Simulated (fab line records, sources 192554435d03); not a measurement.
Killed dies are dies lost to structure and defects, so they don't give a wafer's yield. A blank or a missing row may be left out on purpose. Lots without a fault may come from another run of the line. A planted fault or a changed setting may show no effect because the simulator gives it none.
A struck lot beside a sound one | flow n5_finfet | 15 steps out of a route of 1938
Sound: wafers L888.2, L888.3, L888.5. Struck: wafers L900.3, L900.6. (L900.2 of the same lot was not struck and is left out.) The cause comes at the end.
At each step with rows: each side's tool, then ch and its chambers, then its first start. Under that, the readings that differ: sound wafers | struck wafers | difference of the means | sigmas: that difference in standard deviations of wafers without a fault.
alike: readings whose means differ by less than 2 such deviations, and words and numbers that are the same on both sides. not compared: withheld readings, readings that some wafer has no value for, bounds like >300 that may hide the same value, and numbers for which the record gives no deviation and whose values overlap.
The two part at a step that has a row with sigmas, a row that says differs or no value, or rows on one side only. Numbers that don't overlap but have no deviation are shown without sigmas and don't part them. A reading that every wafer of one side lacks parts them only if that side has two wafers or more.

first, 2 steps without rows for these wafers: N5_BEOL_M10_PEB_26 (peb time 60 s); N5_BEOL_M10_DEVELOP_27 (develop time 30 s).
N5_BEOL_M10_CD_MEAS_28: target cd 70 nm.
  sound on cd_sem-01 ch 0, day 11 11:50; struck on cd_sem-01 ch 0, day 14 20:43
  alike: cd_nm
N5_BEOL_M10_OVL_MEAS_29:
  sound on overlay-01 ch 0, day 11 11:52; struck on overlay-01 ch 0, day 14 20:44
  alike: V9_OVL
N5_BEOL_M10_INSPECT_30: inspects for defects (brightfield).
  sound on defect_inspect-02, day 11 11:53; struck on defect_inspect-01, day 14 20:46
  alike: raw_defect_count
N5_BEOL_M10_DESCUM_33: chemistry O2, time 7.9 s.
  sound on rie_diel-05 ch 2,3, day 11 11:55; struck on rie_diel-04 ch 2, day 14 20:47
  alike: drypump_motor_current_A, oes_product_au, rf_fwd_power_W, rf_vpp_V, showerhead_plenum_p_Torr, temp_c, throttle_valve_pct
  not compared: rf_hours_counter_h
N5_BEOL_M10_ETCH_65: etches SiARC in CF4, target depth 39 nm, time 65 s.
  sound on rie_diel-05 ch 2,3, day 11 11:58; struck on rie_diel-04 ch 2, day 14 20:50
  reading                         | sound          | struck    | difference | sigmas
  showerhead_plenum_p_Torr (Torr) | 2.28 2.19 2.19 | 2.09 2.09 | -0.13      | -2
  alike: bias_w, drypump_motor_current_A, etch_rf_on_time_s, oes_product_au, rf_fwd_power_W, rf_vpp_V, throttle_valve_pct
  not compared: rf_hours_counter_h
N5_BEOL_M10_ETCH_66: etches SOC in N2/H2, target depth 120 nm, overetch 24 nm, time 180 s.
  sound on rie_diel-05 ch 2,3, day 11 12:01; struck on rie_diel-04 ch 2, day 14 20:53
  reading    | sound             | struck      | difference | sigmas
  temp_c (C) | 40.14 40.08 40.24 | 39.77 39.82 | -0.36      | -3
  alike: bias_w, drypump_motor_current_A, oes_product_au, rf_fwd_power_W, rf_vpp_V, showerhead_plenum_p_Torr, throttle_valve_pct
  not compared: rf_hours_counter_h
then, 1 step without rows for these wafers: N5_BEOL_M10_STRIP_69 (strips in N2/H2).
N5_BEOL_M10_VIA_ETCH_34: etches SiCOH lowk in C4F6/O2, target depth 184.5 nm, time 69.2 s.
  sound on rie_diel-05 ch 2,3, day 11 12:08; struck on rie_diel-04 ch 2, day 14 21:00
  reading                         | sound          | struck    | difference | sigmas
  showerhead_plenum_p_Torr (Torr) | 3.01 2.91 2.91 | 2.77 2.77 | -0.17      | -2
  alike: bias_w, drypump_motor_current_A, oes_product_au, rf_fwd_power_W, rf_vpp_V, throttle_valve_pct
  not compared: rf_hours_counter_h
then, 1 step without rows for these wafers: N5_BEOL_M10_STRIP_73 (strips in C4F6/O2).
N5_BEOL_M10_STRIP_36: strips in N2/H2.
  sound on rie_diel-05 ch 2,3, day 11 12:11; struck on rie_diel-04 ch 2, day 14 21:04
  alike: drypump_motor_current_A, oes_product_au, rf_vpp_V, showerhead_plenum_p_Torr, temp_c, throttle_valve_pct
  not compared: rf_hours_counter_h
N5_BEOL_M10_TRENCH_ETCH_37: etches SiCOH lowk in C4F6/O2, target depth 148.83 nm, time 48 s.
  sound on rie_diel-05 ch 2,3, day 11 12:14; struck on rie_diel-04 ch 2, day 14 21:06
  reading                         | sound             | struck      | difference | sigmas
  bias_w (W)                      | 185.4 186.3 185.5 | 198.4 198.0 | +12.5      | +22
  rf_vpp_V (V)                    | 666 643 642       | 689 688     | +38        | +3
  showerhead_plenum_p_Torr (Torr) | 3.01 2.91 2.91    | 2.77 2.77   | -0.17      | -2
  alike: drypump_motor_current_A, oes_product_au, rf_fwd_power_W, throttle_valve_pct
  not compared: rf_hours_counter_h
then, 1 step without rows for these wafers: N5_BEOL_M10_ETCH_41 (etches SiCN in CH3F/O2, target depth 42.6 nm, time 86 s).
-- the record jumps here: 2 days lie between the struck wafers' starts before and after (it left off in module BEOL_M10 and takes up again in module PASSIVATION, whose first step shown is number 1936 of the route) --
N5_PASSIVATION_PROBE_49:
  sound on prober-01, day 13 23:02; struck on prober-01, day 16 21:40
  alike: defect_limited_yield, killed_at_M0_to_M3, killed_at_M4_up, killed_at_contacts, killed_at_front_end, killed_at_other, killed_dies, killed_open, killed_short, sort_bin_5_function, sort_bin_6_memory, sort_n_pass, sort_yield_pct

WHERE THEY PART
First at N5_BEOL_M10_ETCH_65; last, within this record, at N5_BEOL_M10_TRENCH_ETCH_37. Later steps at which nothing parts them and some readings are alike: N5_PASSIVATION_PROBE_49.

WHY: what the simulator had put in
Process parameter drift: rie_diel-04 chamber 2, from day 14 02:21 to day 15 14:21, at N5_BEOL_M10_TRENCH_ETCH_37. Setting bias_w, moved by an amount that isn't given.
